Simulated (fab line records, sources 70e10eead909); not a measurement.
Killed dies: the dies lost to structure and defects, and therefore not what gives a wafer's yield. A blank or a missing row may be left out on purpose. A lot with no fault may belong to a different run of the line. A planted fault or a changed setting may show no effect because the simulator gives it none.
What tool caused it? / flow nand harc / 13 lots, 39 wafers sampled, at 5 steps of a route of 1302

WHAT THE GAUGES SHOWED, per wafer
NHARC_END_SORT_01.
lot=L461; measured=day 25 01:04; on=prober-01; killed at array=29 31 35; killed at other=0 0 0; killed at periphery=4 2 7; killed dies=33 33 42; killed open=4 3 4; killed short=2 3 3
lot=L462; measured=day 25 20:01; on=prober-02; killed at array=64 74 62; killed at other=0 2 0; killed at periphery=2 2 7; killed dies=66 78 69; killed open=3 1 1; killed short=2 5 3
lot=L465; measured=day 26 05:54; on=prober-02; killed at array=674 675 675; killed at other=0 0 0; killed at periphery=3 2 2; killed dies=677 677 677; killed open=6 6 5; killed short=4 1 1
lot=L464; measured=day 26 17:01; on=prober-01; killed at array=670 675 668; killed at other=0 0 0; killed at periphery=7 2 9; killed dies=677 677 677; killed open=3 2 8; killed short=3 2 2
lot=L473; measured=day 30 11:58; on=prober-02; killed at array=41 39 32; killed at other=0 0 0; killed at periphery=2 3 2; killed dies=43 42 34; killed open=3 2 1; killed short=2 1 2
lot=L474; measured=day 30 05:54; on=prober-01; killed at array=68 75 69; killed at other=0 0 2; killed at periphery=2 2 5; killed dies=70 77 76; killed open=3 1 3; killed short=0 2 5
lot=L476; measured=day 31 08:21; on=prober-01; killed at array=77 72 71; killed at other=3 1 1; killed at periphery=2 0 4; killed dies=82 73 76; killed open=2 2 1; killed short=2 0 0
lot=L477; measured=day 32 18:33; on=prober-01; killed at array=56 73 73; killed at other=0 0 1; killed at periphery=9 3 6; killed dies=65 76 80; killed open=4 2 4; killed short=3 4 3
lot=L481; measured=day 33 04:46; on=prober-02; killed at array=40 51 52; killed at other=1 2 0; killed at periphery=4 2 2; killed dies=45 55 54; killed open=3 3 5; killed short=3 2 2
lot=L480; measured=day 33 06:34; on=prober-01; killed at array=51 63 60; killed at other=2 0 2; killed at periphery=4 6 2; killed dies=57 69 64; killed open=4 2 2; killed short=1 3 3

EACH LOT AND THE TOOL THAT RAN IT (in order: tool; ch and the chambers of the sampled wafers; start)
lot=L459; NHARC_A_CONTACT_DEP_28=acl dep-02 ch 0, day 21 01:17; NHARC_A_BONDPAD_PRE_CLEAN_26=pvd sputter-02, day 23 05:59 or earlier; NHARC_HYBRID_BOND_ACTIVATE_00=rie diel-10 ch 0,1,2, day 23 05:59; NHARC_THIN_TSV_STRIP_62=plasma asher-01 ch 0,1, day 24 00:20
lot=L461; NHARC_A_CONTACT_DEP_28=acl dep-03 ch 0, day 21 23:38; NHARC_A_BONDPAD_PRE_CLEAN_26=pvd sputter-03, day 23 21:43 or earlier; NHARC_HYBRID_BOND_ACTIVATE_00=rie diel-02 ch 1,2,3, day 23 21:43; NHARC_THIN_TSV_STRIP_62=plasma asher-02 ch 0,1, day 24 12:38
lot=L462; NHARC_A_CONTACT_DEP_28=acl dep-03 ch 0, day 22 15:28; NHARC_A_BONDPAD_PRE_CLEAN_26=pvd sputter-01, day 24 17:01 or earlier; NHARC_HYBRID_BOND_ACTIVATE_00=rie diel-10 ch 0,1,2, day 24 17:01; NHARC_THIN_TSV_STRIP_62=plasma asher-01 ch 0,1, day 25 07:36
lot=L465; NHARC_A_CONTACT_DEP_28=acl dep-03 ch 0, day 23 06:57; NHARC_A_BONDPAD_PRE_CLEAN_26=-; NHARC_HYBRID_BOND_ACTIVATE_00=-; NHARC_THIN_TSV_STRIP_62=-
lot=L464; NHARC_A_CONTACT_DEP_28=acl dep-03 ch 0, day 23 11:59; NHARC_A_BONDPAD_PRE_CLEAN_26=-; NHARC_HYBRID_BOND_ACTIVATE_00=-; NHARC_THIN_TSV_STRIP_62=-
lot=L466; NHARC_A_CONTACT_DEP_28=acl dep-01 ch 0, day 24 16:44; NHARC_A_BONDPAD_PRE_CLEAN_26=pvd sputter-03, day 26 14:43 or earlier; NHARC_HYBRID_BOND_ACTIVATE_00=rie diel-10 ch 0,1,2, day 26 14:43; NHARC_THIN_TSV_STRIP_62=plasma asher-01 ch 0,1, day 27 09:28
lot=L473; NHARC_A_CONTACT_DEP_28=acl dep-02 ch 0, day 27 03:59; NHARC_A_BONDPAD_PRE_CLEAN_26=pvd sputter-02, day 29 01:22 or earlier; NHARC_HYBRID_BOND_ACTIVATE_00=rie diel-10 ch 0,1,2, day 29 01:22; NHARC_THIN_TSV_STRIP_62=plasma asher-01 ch 0,1, day 29 15:53
lot=L474; NHARC_A_CONTACT_DEP_28=acl dep-03 ch 0, day 27 04:49; NHARC_A_BONDPAD_PRE_CLEAN_26=pvd sputter-03, day 29 01:37 or earlier; NHARC_HYBRID_BOND_ACTIVATE_00=rie diel-10 ch 0,1,2, day 29 01:37; NHARC_THIN_TSV_STRIP_62=plasma asher-01 ch 0,1, day 29 16:59
lot=L476; NHARC_A_CONTACT_DEP_28=acl dep-01 ch 0, day 28 02:58; NHARC_A_BONDPAD_PRE_CLEAN_26=pvd sputter-02, day 30 04:13 or earlier; NHARC_HYBRID_BOND_ACTIVATE_00=rie diel-10 ch 0,3, day 30 04:13; NHARC_THIN_TSV_STRIP_62=plasma asher-01 ch 0,1, day 30 19:07
lot=L477; NHARC_A_CONTACT_DEP_28=acl dep-02 ch 0, day 29 06:51; NHARC_A_BONDPAD_PRE_CLEAN_26=pvd sputter-02, day 31 06:30 or earlier; NHARC_HYBRID_BOND_ACTIVATE_00=rie diel-02 ch 1,2,3, day 31 06:30; NHARC_THIN_TSV_STRIP_62=plasma asher-01 ch 0,1, day 32 05:10
lot=L478; NHARC_A_CONTACT_DEP_28=acl dep-01 ch 0, day 29 11:31; NHARC_A_BONDPAD_PRE_CLEAN_26=pvd sputter-02, day 31 09:52 or earlier; NHARC_HYBRID_BOND_ACTIVATE_00=rie diel-10 ch 0,2, day 31 09:52; NHARC_THIN_TSV_STRIP_62=plasma asher-01 ch 0,1, day 32 06:19
lot=L481; NHARC_A_CONTACT_DEP_28=acl dep-03 ch 0, day 30 01:38; NHARC_A_BONDPAD_PRE_CLEAN_26=pvd sputter-02, day 32 01:03 or earlier; NHARC_HYBRID_BOND_ACTIVATE_00=rie diel-10 ch 0,1,3, day 32 01:03; NHARC_THIN_TSV_STRIP_62=plasma asher-02 ch 0,1, day 32 15:40
lot=L480; NHARC_A_CONTACT_DEP_28=acl dep-01 ch 0, day 30 03:50; NHARC_A_BONDPAD_PRE_CLEAN_26=pvd sputter-01, day 32 03:11 or earlier; NHARC_HYBRID_BOND_ACTIVATE_00=rie diel-10 ch 1,2, day 32 03:11; NHARC_THIN_TSV_STRIP_62=plasma asher-01 ch 0,1, day 32 17:03
- NHARC_A_CONTACT_DEP_28: deposits aC, target thk 7000 nm.
- NHARC_A_BONDPAD_PRE_CLEAN_26: time 30 s.
- NHARC_HYBRID_BOND_ACTIVATE_00: chemistry N2, time 60 s.
- NHARC_THIN_TSV_STRIP_62: strips in N2/H2, time 20 s.

WHAT THE TOOLS THEMSELVES READ (means of the sampled wafers that have a number; where no wafer has one, the mark that the record gives instead)
NHARC_A_CONTACT_DEP_28.
lot=L459; tool=acl dep-02; throttle valve pct (%)=34.994
lot=L461; tool=acl dep-03; throttle valve pct (%)=35.002
lot=L462; tool=acl dep-03; throttle valve pct (%)=34.996
lot=L465; tool=acl dep-03; throttle valve pct (%)=35.001
lot=L464; tool=acl dep-03; throttle valve pct (%)=35.000
lot=L466; tool=acl dep-01; throttle valve pct (%)=35.011
lot=L473; tool=acl dep-02; throttle valve pct (%)=34.997
lot=L474; tool=acl dep-03; throttle valve pct (%)=35.005
lot=L476; tool=acl dep-01; throttle valve pct (%)=34.998
lot=L477; tool=acl dep-02; throttle valve pct (%)=34.995
lot=L478; tool=acl dep-01; throttle valve pct (%)=34.994
lot=L481; tool=acl dep-03; throttle valve pct (%)=34.996
lot=L480; tool=acl dep-01; throttle valve pct (%)=34.998

NHARC_A_BONDPAD_PRE_CLEAN_26.
lot=L459; tool=pvd sputter-02; heater power w (W)=364
lot=L461; tool=pvd sputter-03; heater power w (W)=374
lot=L462; tool=pvd sputter-01; heater power w (W)=404
lot=L466; tool=pvd sputter-03; heater power w (W)=412
lot=L473; tool=pvd sputter-02; heater power w (W)=446
lot=L474; tool=pvd sputter-03; heater power w (W)=429
lot=L476; tool=pvd sputter-02; heater power w (W)=395
lot=L477; tool=pvd sputter-02; heater power w (W)=429
lot=L478; tool=pvd sputter-02; heater power w (W)=426
lot=L481; tool=pvd sputter-02; heater power w (W)=421
lot=L480; tool=pvd sputter-01; heater power w (W)=440

NHARC_HYBRID_BOND_ACTIVATE_00.
lot=L459; tool=rie diel-10; drypump motor current A (A)=5.6; oes product au (a.u.)=1.006; rf vpp V (V)=64.2; showerhead plenum p Torr (Torr)=1.83
lot=L461; tool=rie diel-02; drypump motor current A (A)=5.9; oes product au (a.u.)=1.001; rf vpp V (V)=63.7; showerhead plenum p Torr (Torr)=1.77
lot=L462; tool=rie diel-10; drypump motor current A (A)=5.6; oes product au (a.u.)=1.008; rf vpp V (V)=64.2; showerhead plenum p Torr (Torr)=1.83
lot=L466; tool=rie diel-10; drypump motor current A (A)=5.6; oes product au (a.u.)=1.003; rf vpp V (V)=64.6; showerhead plenum p Torr (Torr)=1.83
lot=L473; tool=rie diel-10; drypump motor current A (A)=5.6; oes product au (a.u.)=1.006; rf vpp V (V)=63.5; showerhead plenum p Torr (Torr)=1.83
lot=L474; tool=rie diel-10; drypump motor current A (A)=5.6; oes product au (a.u.)=1.008; rf vpp V (V)=64.4; showerhead plenum p Torr (Torr)=1.83
lot=L476; tool=rie diel-10; drypump motor current A (A)=5.6; oes product au (a.u.)=0.998; rf vpp V (V)=63.8; showerhead plenum p Torr (Torr)=1.79
lot=L477; tool=rie diel-02; drypump motor current A (A)=5.9; oes product au (a.u.)=1.000; rf vpp V (V)=65.4; showerhead plenum p Torr (Torr)=1.85
lot=L478; tool=rie diel-10; drypump motor current A (A)=5.6; oes product au (a.u.)=0.995; rf vpp V (V)=64.3; showerhead plenum p Torr (Torr)=1.85
lot=L481; tool=rie diel-10; drypump motor current A (A)=5.6; oes product au (a.u.)=1.006; rf vpp V (V)=64.3; showerhead plenum p Torr (Torr)=1.76
lot=L480; tool=rie diel-10; drypump motor current A (A)=5.6; oes product au (a.u.)=0.995; rf vpp V (V)=63.1; showerhead plenum p Torr (Torr)=1.79

NHARC_THIN_TSV_STRIP_62.
lot=L459; tool=plasma asher-01; drypump motor current A (A)=5.6; heater power w (W)=361
lot=L461; tool=plasma asher-02; drypump motor current A (A)=5.3; heater power w (W)=377
lot=L462; tool=plasma asher-01; drypump motor current A (A)=5.8; heater power w (W)=349
lot=L466; tool=plasma asher-01; drypump motor current A (A)=5.8; heater power w (W)=352
lot=L473; tool=plasma asher-01; drypump motor current A (A)=5.8; heater power w (W)=359
lot=L474; tool=plasma asher-01; drypump motor current A (A)=5.6; heater power w (W)=368
lot=L476; tool=plasma asher-01; drypump motor current A (A)=5.8; heater power w (W)=365
lot=L477; tool=plasma asher-01; drypump motor current A (A)=5.6; heater power w (W)=365
lot=L478; tool=plasma asher-01; drypump motor current A (A)=5.6; heater power w (W)=371
lot=L481; tool=plasma asher-02; drypump motor current A (A)=5.7; heater power w (W)=381
lot=L480; tool=plasma asher-01; drypump motor current A (A)=5.8; heater power w (W)=360

THE ANSWER, worked out from the rows above alone
Rule: the lots themselves supply what counts as usual. Put in order of their means at a reading, lots are off if they are a third of the lots or fewer, leave a main group of 4 or more, and stand apart from it by a gap of 3 or more times the standard deviation of the main group's means; of several such gaps the widest counts. Not used: any main group whose means are identical at the precision the tables above print for the reading. A lot without any number at a reading at which 4 lots or more have one is off too. Where the step has rows for the other lots, those lots are counted as sound. First the gauges in route order, then the tools' own readings, where a lot's mean is used as printed above. The first step at which some lot is off is used, and at that step the reading that is off furthest; a lot without a number counts as furthest.
Off: L465, L464 (NHARC_END_SORT_01, killed at array). For the main group the mean is 57 and the standard deviation 15. Neither off nor sound, because the step has no rows for them: L459, L466, L478.
A tool fits if, at a process step before that reading, it ran every lot that is off, and no sound lot after the first of them. Those tools and the gauges at NHARC_END_SORT_01 are tried in the same way. Because NHARC_A_BONDPAD_PRE_CLEAN_26 lacks a start for some lots, the hours and order of its lots are taken from NHARC_HYBRID_BOND_ACTIVATE_00. Not one of the candidates tried fits.

WHAT THE SIMULATOR PUT IN
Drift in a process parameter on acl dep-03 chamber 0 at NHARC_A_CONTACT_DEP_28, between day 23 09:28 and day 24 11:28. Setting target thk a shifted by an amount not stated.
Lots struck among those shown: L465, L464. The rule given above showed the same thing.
